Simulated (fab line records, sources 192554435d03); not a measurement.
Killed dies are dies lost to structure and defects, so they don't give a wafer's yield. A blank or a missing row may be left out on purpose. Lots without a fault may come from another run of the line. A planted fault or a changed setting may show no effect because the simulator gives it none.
Chamber matching | flow n5_finfet | N5_BEOL_M13_ETCH_67 on rie_diel-04: 4 sister chambers
The step etches SiARC in CF4, target depth 143 nm, time 238.3 s. 4 wafers are shown with their chamber, then 9 later ones without.

WAFERS WITH THEIR CHAMBER
wafer  | chamber | drypump_motor_current_A (A)
L084.4 | 2       | 6.5
L089.3 | 3       | 6.4
L089.5 | 1       | 6.2
L089.6 | 0       | 5.4

WAFERS WITHOUT THEIR CHAMBER
wafer  | drypump_motor_current_A (A)
L092.1 | 5.3
L092.2 | 6.5
L092.6 | 6.2
L093.1 | 6.5
L093.3 | 6.2
L093.6 | 6.2
L096.1 | 6.5
L096.5 | 6.1
L096.6 | 5.4

WHICH CHAMBER EACH WENT THROUGH
wafer  | from the rows above | in truth
L092.1 | 0                   | 0
L092.2 | 2                   | 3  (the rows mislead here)
L092.6 | 1                   | 1
L093.1 | 2                   | 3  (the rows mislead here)
L093.3 | 1                   | 1
L093.6 | 1                   | 1
L096.1 | 2                   | 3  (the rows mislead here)
L096.5 | 1                   | 1
L096.6 | 0                   | 0
Placed correctly: 6 of 9. Can't be placed from these rows: 0. Placed wrongly: 3.
How it was worked out, from the rows above alone: a wafer's distance from a chamber is the root of the sum, over the readings, of the square of ((its reading less the chamber's mean) divided by the reading's scatter). The wafer belongs to the nearest chamber; if the next one is less than 2 further off, it can't be placed. A chamber's mean is the mean of its shown wafers. The scatter: with one shown wafer a chamber, the root of the mean of the squares of how far each hidden wafer lies from its nearest shown one.
